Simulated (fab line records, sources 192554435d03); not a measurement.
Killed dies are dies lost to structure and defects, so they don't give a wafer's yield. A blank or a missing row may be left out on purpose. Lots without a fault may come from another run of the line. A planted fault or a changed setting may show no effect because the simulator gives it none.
fab line records | flow n5_finfet | part 1 of 2: steps 1 to 22 of 27
record lots=5 wafers=15 last_day=18
route steps=1938 shown MOL_CONTACT_COAG@629 BEOL_M0_SAQP@632
lots that met no fault: from a run of the same line without faults
start_h: hours from the record's first day to the start of the lot's first wafer shown | wait_h: hours since the lot's step before | " the same as in the row above | L1.1+2: a row that stands for several wafers | - no value, or no start given | * or withheld: withheld | < > ~ a bound
route shown NAME@n: a module of which the file shows steps, and the number in the route of the first | usual: mean/standard deviation of fault-free wafers | same: alike in all rows | chamber/n: place in a boat | sites: the reading at each site | _std_site: their standard deviation | _edge_site: outer sites' mean less inner sites' | radius_mm: how far each site lies from the wafer's centre | mask NAME#n: copy n | behind: the tool/chamber that last shaped the wafer | hold: why the lot was held/for how many hours/how that ended | device: the transistor (n, p or np) that didn't switch | end of line: the same wafers' tests at the end of the route | a step without rows: its recipe alone | killed: dies lost to structure and defects at the first sort, not the wafer's yield | map: a wafer's dies, x killed, . not, _ none there
set.NAME: the setting as run; set.NAME@STEP: as run at that earlier step | model.NAME: the simulator's own value behind a step, which no gauge read
lots at some steps of the route; a table a step, a row a wafer
services: from which hour (start_h, from the record's first day; less than 0 if before it) a tool's chamber was out of use, for how many hours, and why
## steps
# step N5_MOL_CONTACT_COAG_ANNEAL_112
# recipe temp_c=400 time_s=1800 ambient=HPD2 pressure_atm=10
# usual spike_tc_upper_C=400.2/1 wafer_temp_C_max=402.2/0.39 zone_power_bottom_pct=13.01/0.14
# columns lot.wafer tool chamber start_h wait_h spike_tc_upper_C wafer_temp_C_max zone_power_bottom_pct
L088.3 hp_anneal-01 0 184.88 0.0 401.0 402.6 12.94
L088.4 " 0 " " 400.9 402.2 13.02
L088.6 " 0 " " 399.8 402.1 13.16
L089.2 hp_anneal-01 0 197.92 0.0 399.8 402.3 12.71
L089.3 " 0 " " 398.8 402.1 13.13
L089.4 " 0 " " 399.8 402.3 12.97
L090.2 hp_anneal-01 0 200.92 2.2 400.4 402.1 13.18
L090.4 " 0 " " 399.5 402.6 12.99
L090.6 " 0 " " 400.3 402.6 13.14
L094.1 hp_anneal-01 0 222.12 0.4 399.4 403.0 12.91
L094.3 " 0 " " 399.2 402.0 12.84
L094.4 " 0 " " 402.2 402.0 12.88
L097.2 hp_anneal-01 0 239.03 0.0 398.2 402.1 13.25
L097.3 " 0 " " 402.6 401.7 12.96
L097.6 " 0 " " 401.7 401.7 13.08
# step N5_MOL_CONTACT_COAG_INSPECT_97
# recipe inspect_instrument=darkfield mode=post_anneal
# usual raw_defect_count=41/16
# columns lot.wafer tool chamber start_h wait_h raw_defect_count
L088.3 defect_inspect-02 - 187.94 0.1 42
L088.4 " - " " 41
L088.6 " - " " 31
L089.2 defect_inspect-01 - 200.97 0.0 30
L089.3 " - " " 54
L089.4 " - " " 36
L090.2 defect_inspect-01 - 203.97 0.0 32
L090.4 " - " " 27
L090.6 " - " " 60
L094.1 defect_inspect-02 - 225.14 0.0 52
L094.3 " - " " 42
L094.4 " - " " 53
L097.2 defect_inspect-01 - 242.08 0.0 32
L097.3 " - " " 61
L097.6 " - " " 31
# step N5_BEOL_M0_SAQP_PECVD_00
# recipe material=SiCN target_thk_a=80 temp_c=withheld precursor=3MS/NH3 pressure_torr=3 rf_w=202 time_s=14
# usual showerhead_plenum_p_Torr=3.664/0.016 throttle_valve_pct=9.2/0.36
# columns lot.wafer tool chamber start_h wait_h showerhead_plenum_p_Torr throttle_valve_pct
L088.3 pecvd-03 2 188.23 0.1 3.654 9.3
L088.4 " 0 " " 3.640 9.5
L088.6 " 1 " " 3.671 9.5
L089.2 pecvd-03 1 201.28 0.2 3.677 9.4
L089.3 " 0 " " 3.634 9.8
L089.4 " 2 " " 3.662 9.1
L090.2 pecvd-02 0 204.28 0.2 3.688 9.0
L090.4 " 2 " " 3.671 8.8
L090.6 " 1 " " 3.671 9.4
L094.1 pecvd-03 1 225.48 0.2 3.673 9.4
L094.3 " 2 " " 3.655 9.3
L094.4 " 2 " " 3.660 9.3
L097.2 pecvd-04 1 242.39 0.2 3.656 9.6
L097.3 " 2 " " 3.680 8.6
L097.6 " 0 " " 3.672 8.8
# step N5_BEOL_M0_SAQP_ILD_DEP_01
# recipe material=SiOC target_thk_a=454.19 temp_c=350 precursor=DEMS/O2 pressure_torr=5 rf_w=500 time_s=8.7
# usual heater_power_outer_w=262/79 heater_power_w=459/110 showerhead_plenum_p_Torr=5.693/0.017 throttle_valve_pct=12.1/0.45
# columns lot.wafer tool chamber start_h wait_h heater_power_outer_w heater_power_w showerhead_plenum_p_Torr throttle_valve_pct
L088.3 pecvd-03 2 188.26 0.0 178 367 5.679 12.0
L088.4 " 0 " " 216 344 5.659 12.5
L088.6 " 1 " " 364 572 5.713 12.2
L089.2 pecvd-03 1 201.31 0.0 367 578 5.705 12.5
L089.3 " 0 " " 221 357 5.679 12.6
L089.4 " 2 " " 169 353 5.695 12.4
L090.2 pecvd-02 0 204.30 0.0 318 579 5.717 11.7
L090.4 " 2 " " 199 395 5.689 11.6
L090.6 " 1 " " 187 389 5.692 12.0
L094.1 pecvd-03 1 225.51 0.0 361 589 5.707 12.4
L094.3 " 2 " " 202 394 5.681 12.3
L094.4 " 2 " " 206 394 5.699 12.4
L097.2 pecvd-04 1 242.41 0.0 392 639 5.686 12.5
L097.3 " 2 " " 371 611 5.703 11.0
L097.6 " 0 " " 308 568 5.716 11.3
# step N5_BEOL_M0_SAQP_HM_DEP_02
# recipe material=TiN target_thk_a=120 temp_c=25 chamber_pressure_pa=0.49996
# usual throttle_valve_pct=30.2/1.3
# columns lot.wafer tool chamber start_h wait_h throttle_valve_pct
L088.3 pvd_sputter-03 - 191.61 3.3 30.1
L088.4 " - " " 29.8
L088.6 " - " " 28.2
L089.2 pvd_sputter-03 - 202.26 0.9 32.3
L089.3 " - " " 28.2
L089.4 " - " " 29.7
L090.2 pvd_sputter-01 - 205.44 1.1 31.1
L090.4 " - " " 31.3
L090.6 " - " " 31.4
L094.1 pvd_sputter-01 - 228.09 2.6 31.4
L094.3 " - " " 29.0
L094.4 " - " " 31.4
L097.2 pvd_sputter-01 - 243.86 1.4 31.4
L097.3 " - " " 29.0
L097.6 " - " " 30.0
# step N5_BEOL_M0_SAQP_PECVD_03
# recipe material=SiCN target_thk_a=120 temp_c=withheld precursor=3MS/NH3 pressure_torr=3 rf_w=202 time_s=21.1
# usual showerhead_plenum_p_Torr=3.667/0.014 throttle_valve_pct=9.1/0.44
# columns lot.wafer tool chamber start_h wait_h showerhead_plenum_p_Torr throttle_valve_pct
L088.3 pecvd-04 2 191.73 0.1 3.687 8.7
L088.4 " 0 " " 3.673 8.8
L088.6 " 1 " " 3.662 9.7
L089.2 pecvd-02 0 202.38 0.1 3.683 8.8
L089.3 " 2 " " 3.668 8.6
L089.4 " 1 " " 3.670 9.6
L090.2 pecvd-02 1 205.56 0.1 3.662 9.2
L090.4 " 0 " " 3.699 8.9
L090.6 " 1 " " 3.676 9.4
L094.1 pecvd-03 0 228.21 0.1 3.639 9.4
L094.3 " 1 " " 3.676 9.5
L094.4 " 2 " " 3.670 9.3
L097.2 pecvd-04 0 243.98 0.1 3.672 8.5
L097.3 " 1 " " 3.665 9.4
L097.6 " 2 " " 3.691 8.4
# step N5_BEOL_M0_SAQP_PECVD_96
# recipe material=a-Si target_thk_a=450 temp_c=350 precursor=SiH4/He pressure_torr=3 rf_w=100 time_s=45.2
# usual heater_power_outer_w=391/78 heater_power_w=641/110 showerhead_plenum_p_Torr=5.68/0.053 throttle_valve_pct=18.2/0.84
# columns lot.wafer tool chamber start_h wait_h heater_power_outer_w heater_power_w showerhead_plenum_p_Torr throttle_valve_pct
L088.3 pecvd-04 2 191.76 0.0 409 663 5.74 17.1
L088.4 " 0 " " 425 712 5.67 17.4
L088.6 " 1 " " 399 664 5.63 19.2
L089.2 pecvd-02 0 202.41 0.0 360 671 5.79 18.0
L089.3 " 2 " " 267 483 5.67 17.6
L089.4 " 1 " " 324 579 5.68 18.5
L090.2 pecvd-02 1 205.59 0.0 331 593 5.69 18.5
L090.4 " 0 " " 334 609 5.78 17.8
L090.6 " 1 " " 341 589 5.69 18.6
L094.1 pecvd-03 0 228.24 0.0 344 520 5.58 19.2
L094.3 " 1 " " 459 721 5.71 19.3
L094.4 " 2 " " 285 489 5.64 18.7
L097.2 pecvd-04 0 244.01 0.0 434 751 5.68 17.6
L097.3 " 1 " " 439 706 5.64 19.4
L097.6 " 2 " " 458 708 5.73 17.1
# step N5_BEOL_M0_SAQP_PECVD_97
# recipe material=SiNx target_thk_a=230 temp_c=350 precursor=SiH4/NH3/N2 pressure_torr=1.5 rf_w=300 time_s=19.9
# usual heater_power_outer_w=342/76 heater_power_w=574/100 showerhead_plenum_p_Torr=5.15/0.072 throttle_valve_pct=40.0/1.9
# columns lot.wafer tool chamber start_h wait_h heater_power_outer_w heater_power_w showerhead_plenum_p_Torr throttle_valve_pct
L088.3 pecvd-04 2 191.81 0.0 399 630 5.22 37.1
L088.4 " 0 " " 348 619 5.15 38.3
L088.6 " 1 " " 445 717 5.12 42.1
L089.2 pecvd-02 0 202.45 0.0 323 591 5.29 39.0
L089.3 " 2 " " 218 435 5.15 38.3
L089.4 " 1 " " 235 450 5.17 40.6
L090.2 pecvd-02 1 205.63 0.0 270 508 5.17 40.8
L090.4 " 0 " " 286 574 5.29 39.1
L090.6 " 1 " " 280 519 5.16 40.8
L094.1 pecvd-03 0 228.29 0.0 309 460 5.02 41.6
L094.3 " 1 " " 392 629 5.20 41.7
L094.4 " 2 " " 213 405 5.10 40.9
L097.2 pecvd-04 0 244.06 0.0 373 662 5.16 38.1
L097.3 " 1 " " 383 643 5.10 42.2
L097.6 " 2 " " 389 615 5.24 37.2
# step N5_BEOL_M0_SAQP_PECVD_04
# recipe material=a-Si target_thk_a=600 temp_c=350 precursor=SiH4/He pressure_torr=3 rf_w=100 time_s=60.2
# usual heater_power_outer_w=399/76 heater_power_w=651/110 showerhead_plenum_p_Torr=5.68/0.054 throttle_valve_pct=18.2/0.85
# columns lot.wafer tool chamber start_h wait_h heater_power_outer_w heater_power_w showerhead_plenum_p_Torr throttle_valve_pct
L088.3 pecvd-04 2 191.84 0.0 449 711 5.73 17.1
L088.4 " 0 " " 406 696 5.67 17.4
L088.6 " 1 " " 501 775 5.64 19.3
L089.2 pecvd-02 0 202.49 0.0 371 674 5.77 17.9
L089.3 " 2 " " 284 494 5.68 17.8
L089.4 " 1 " " 324 574 5.69 18.4
L090.2 pecvd-02 1 205.67 0.0 320 582 5.68 18.7
L090.4 " 0 " " 400 713 5.77 17.8
L090.6 " 1 " " 324 590 5.68 18.5
L094.1 pecvd-03 0 228.32 0.0 333 502 5.57 18.8
L094.3 " 1 " " 434 675 5.70 18.9
L094.4 " 2 " " 257 462 5.63 18.8
L097.2 pecvd-04 0 244.10 0.0 427 700 5.68 17.5
L097.3 " 1 " " 475 734 5.65 19.3
L097.6 " 2 " " 469 744 5.74 17.0
# step N5_BEOL_M0_SAQP_THK_MEAS_05
# usual thk_nm=60.1/0.78
# columns lot.wafer tool chamber start_h wait_h thk_nm
L088.3 film_metro-01 - 191.94 0.1 59.5
L088.4 " - " " 60.8
L088.6 " - " " 60.4
L089.2 film_metro-01 - 202.59 0.1 59.0
L089.3 " - " " 59.3
L089.4 " - " " 60.1
L090.2 film_metro-02 - 205.77 0.1 59.7
L090.4 " - " " 61.0
L090.6 " - " " 61.2
L094.1 film_metro-01 - 228.42 0.1 59.5
L094.3 " - " " 59.4
L094.4 " - " " 61.3
L097.2 film_metro-01 - 244.20 0.1 60.1
L097.3 " - " " 59.7
L097.6 " - " " 60.1
# step N5_BEOL_M0_SAQP_HM_DEP_111
# recipe material=SiO2 target_thk_a=120 temp_c=400 precursor=SiH4/N2O pressure_torr=0.75 rf_w=275 time_s=7.2
# usual heater_power_outer_w=499/100 heater_power_w=792/140 showerhead_plenum_p_Torr=8.17/0.15
# columns lot.wafer tool chamber start_h wait_h heater_power_outer_w heater_power_w showerhead_plenum_p_Torr
L088.3 pecvd-02 0 191.98 0.0 430 759 8.43
L088.4 " 2 " " 397 680 8.20
L088.6 " 0 " " 443 772 8.45
L089.2 pecvd-03 1 202.63 0.0 621 925 8.27
L089.3 " 2 " " 377 627 8.08
L089.4 " 1 " " 620 909 8.25
L090.2 pecvd-04 0 205.81 0.0 473 808 8.17
L090.4 " 0 " " 491 808 8.18
L090.6 " 1 " " 633 972 8.09
L094.1 pecvd-04 1 228.46 0.0 594 904 8.10
L094.3 " 0 " " 590 989 8.17
L094.4 " 0 " " 612 951 8.17
L097.2 pecvd-02 1 244.23 0.0 366 622 8.20
L097.3 " 2 " " 368 626 8.19
L097.6 " 1 " " 361 616 8.22
# step N5_BEOL_M0_SAQP_COAT_81
# recipe resist=SOC temp_c=250 time_s=60 spin_rpm=1500 resist_thk_nm=100
# usual resist_line_temp_C=22.99/0.1
# columns lot.wafer tool chamber start_h wait_h resist_line_temp_C
L088.3 litho_track-03 0 192.05 0.1 22.82
L088.4 " 0 " " 22.90
L088.6 " 0 " " 22.94
L089.2 litho_track-01 0 202.70 0.1 22.99
L089.3 " 0 " " 23.02
L089.4 " 0 " " 23.01
L090.2 litho_track-04 0 205.88 0.1 22.93
L090.4 " 0 " " 22.87
L090.6 " 0 " " 23.03
L094.1 litho_track-01 0 228.53 0.1 22.94
L094.3 " 0 " " 22.95
L094.4 " 0 " " 22.92
L097.2 litho_track-04 0 244.31 0.1 23.09
L097.3 " 0 " " 23.15
L097.6 " 0 " " 23.13
# step N5_BEOL_M0_SAQP_COAT_82
# recipe resist=SiARC temp_c=220 time_s=60 spin_rpm=1500 resist_thk_nm=30
# usual resist_line_temp_C=22.99/0.1
# columns lot.wafer tool chamber start_h wait_h resist_line_temp_C
L088.3 litho_track-03 0 - - 23.08
L088.4 " 0 " " 23.04
L088.6 " 0 " " 23.04
L089.2 litho_track-01 0 - - 23.03
L089.3 " 0 " " 22.96
L089.4 " 0 " " 23.07
L090.2 litho_track-04 0 - - 23.04
L090.4 " 0 " " 22.87
L090.6 " 0 " " 23.05
L094.1 litho_track-01 0 - - 22.99
L094.3 " 0 " " 22.94
L094.4 " 0 " " 22.98
L097.2 litho_track-04 0 - - 23.05
L097.3 " 0 " " 23.11
L097.6 " 0 " " 23.03
# step N5_BEOL_M0_SAQP_COAT_08
# recipe resist=CAR-ArF spin_rpm=1500 resist_thk_nm=90
# usual resist_line_temp_C=22.99/0.11
# columns lot.wafer tool chamber start_h wait_h resist_line_temp_C
L088.3 litho_track-03 0 - - 23.05
L088.4 " 0 " " 22.90
L088.6 " 0 " " 22.97
L089.2 litho_track-01 0 - - 22.88
L089.3 " 0 " " 22.94
L089.4 " 0 " " 22.99
L090.2 litho_track-04 0 - - 23.14
L090.4 " 0 " " 23.16
L090.6 " 0 " " 23.15
L094.1 litho_track-01 0 - - 22.88
L094.3 " 0 " " 22.93
L094.4 " 0 " " 22.90
L097.2 litho_track-04 0 - - 22.73
L097.3 " 0 " " 22.95
L097.6 " 0 " " 22.74
# step N5_BEOL_M0_SAQP_EBR_10
# recipe solvent=PGMEA ebr_width_mm=1.5
# usual resist_line_temp_C=23.00/0.1
# columns lot.wafer tool chamber start_h wait_h resist_line_temp_C
L088.3 litho_track-03 0 - - 23.00
L088.4 " 0 " " 23.07
L088.6 " 0 " " 23.01
L089.2 litho_track-01 0 - - 23.07
L089.3 " 0 " " 23.11
L089.4 " 0 " " 23.03
L090.2 litho_track-04 0 - - 23.02
L090.4 " 0 " " 23.13
L090.6 " 0 " " 22.98
L094.1 litho_track-01 0 - - 22.89
L094.3 " 0 " " 22.90
L094.4 " 0 " " 22.92
L097.2 litho_track-04 0 - - 23.22
L097.3 " 0 " " 22.90
L097.6 " 0 " " 22.92
# step N5_BEOL_M0_SAQP_SOFTBAKE_09
# recipe temp_c=110 time_s=60 resist=CAR-ArF
# usual resist_line_temp_C=23.00/0.1
# columns lot.wafer tool chamber start_h wait_h resist_line_temp_C
L088.3 litho_track-03 0 - - 23.08
L088.4 " 0 " " 22.97
L088.6 " 0 " " 23.03
L089.2 litho_track-01 0 - - 23.13
L089.3 " 0 " " 22.85
L089.4 " 0 " " 22.92
L090.2 litho_track-04 0 - - 22.81
L090.4 " 0 " " 22.93
L090.6 " 0 " " 22.94
L094.1 litho_track-01 0 - - 23.11
L094.3 " 0 " " 23.10
L094.4 " 0 " " 22.87
L097.2 litho_track-04 0 - - 23.04
L097.3 " 0 " " 23.23
L097.6 " 0 " " 23.02
# step N5_BEOL_M0_SAQP_EXPOSE_11
# recipe mask_id=M0_CORE na=1.35 source_shape=dipole sigma_inner=0.538 sigma_outer=0.738 polarization=te target_cd_nm=42 dose_mj=55
# columns lot.wafer tool chamber start_h wait_h mask
L088.3+4+6 arfi_scanner-03 0 192.31 - M0_CORE#0
L089.2+3+4 arfi_scanner-02 0 202.95 - M0_CORE#0
L090.2+4+6 arfi_scanner-03 0 206.13 - M0_CORE#0
L094.1+3+4 arfi_scanner-03 0 228.65 - M0_CORE#0
L097.2+3+6 arfi_scanner-01 0 244.56 - M0_CORE#0
# step N5_BEOL_M0_SAQP_PEB_12
# recipe peb_temp_c=withheld peb_time_s=60 resist=CAR-ArF
# usual resist_line_temp_C=22.99/0.11
# same peb_time_s=60
# columns lot.wafer tool chamber start_h wait_h resist_line_temp_C
L088.3 litho_track-04 0 192.36 0.0 22.87
L088.4 " 0 " " 22.90
L088.6 " 0 " " 22.93
L089.2 litho_track-01 0 203.01 0.0 23.02
L089.3 " 0 " " 22.83
L089.4 " 0 " " 22.93
L090.2 litho_track-03 0 206.19 0.0 23.08
L090.4 " 0 " " 23.00
L090.6 " 0 " " 22.85
L094.1 litho_track-01 0 228.71 0.1 23.00
L094.3 " 0 " " 22.91
L094.4 " 0 " " 22.92
L097.2 litho_track-03 0 244.61 0.0 23.02
L097.3 " 0 " " 22.88
L097.6 " 0 " " 22.86
# step N5_BEOL_M0_SAQP_DEVELOP_13
# recipe develop_time_s=30 developer=TMAH resist=CAR-ArF dev_temp_c=23 rinse_liquid=diw dry=air_spin
# usual resist_line_temp_C=22.98/0.095
# columns lot.wafer tool chamber start_h wait_h resist_line_temp_C
L088.3 litho_track-04 0 - - 23.09
L088.4 " 0 " " 22.90
L088.6 " 0 " " 23.00
L089.2 litho_track-01 0 - - 23.05
L089.3 " 0 " " 22.99
L089.4 " 0 " " 22.94
L090.2 litho_track-03 0 - - 22.89
L090.4 " 0 " " 22.91
L090.6 " 0 " " 23.00
L094.1 litho_track-01 0 - - 23.11
L094.3 " 0 " " 22.92
L094.4 " 0 " " 22.90
L097.2 litho_track-03 0 - - 23.01
L097.3 " 0 " " 22.85
L097.6 " 0 " " 23.00
# step N5_BEOL_M0_SAQP_CD_MEAS_14
# recipe target_cd_nm=42.5 landing_energy_ev=500 detector=se_inlens
# usual cd_nm=42.5/0.32
# columns lot.wafer tool chamber start_h wait_h cd_nm
L088.3 cd_sem-01 0 192.43 - 41.9
L088.4 " 0 " " 42.4
L088.6 " 0 " " 42.4
L089.2 cd_sem-01 0 203.07 - 42.2
L089.3 " 0 " " 42.3
L089.4 " 0 " " 42.2
L090.2 cd_sem-03 0 206.25 - 42.1
L090.4 " 0 " " 42.7
L090.6 " 0 " " 43.0
L094.1 cd_sem-03 0 228.78 - 42.1
L094.3 " 0 " " 42.4
L094.4 " 0 " " 42.7
L097.2 cd_sem-03 0 244.68 - 42.3
L097.3 " 0 " " 43.3
L097.6 " 0 " " 42.8
# step N5_BEOL_M0_SAQP_OVL_MEAS_15
# recipe points_per_wafer=44
# usual M0_CORE_OVL=-0.1/0.74
# columns lot.wafer tool chamber start_h wait_h M0_CORE_OVL[nm]
L088.3 overlay-01 0 192.45 0.0 0.4
L088.4 " 0 " " -0.4
L088.6 " 0 " " -0.1
L089.2 overlay-01 0 203.10 0.0 0.3
L089.3 " 0 " " -0.1
L089.4 " 0 " " 1.8
L090.2 overlay-01 0 206.28 0.0 0.1
L090.4 " 0 " " 0.4
L090.6 " 0 " " 0.2
L094.1 overlay-01 0 228.81 0.0 0.8
L094.3 " 0 " " -0.1
L094.4 " 0 " " 0.3
L097.2 overlay-01 0 244.71 0.0 0.2
L097.3 " 0 " " -0.4
L097.6 " 0 " " -0.3
# step N5_BEOL_M0_SAQP_INSPECT_16
# recipe mode=adi inspect_instrument=brightfield
# usual raw_defect_count=513/140
# columns lot.wafer tool chamber start_h wait_h raw_defect_count
L088.3 defect_inspect-01 - 192.48 0.0 378
L088.4 " - " " 500
L088.6 " - " " 372
L089.2 defect_inspect-01 - 203.13 0.0 402
L089.3 " - " " 470
L089.4 " - " " 364
L090.2 defect_inspect-02 - 206.31 0.0 400
L090.4 " - " " 406
L090.6 " - " " 337
L094.1 defect_inspect-01 - 228.83 0.0 382
L094.3 " - " " 315
L094.4 " - " " 282
L097.2 defect_inspect-01 - 244.73 0.0 443
L097.3 " - " " 565
L097.6 " - " " 358
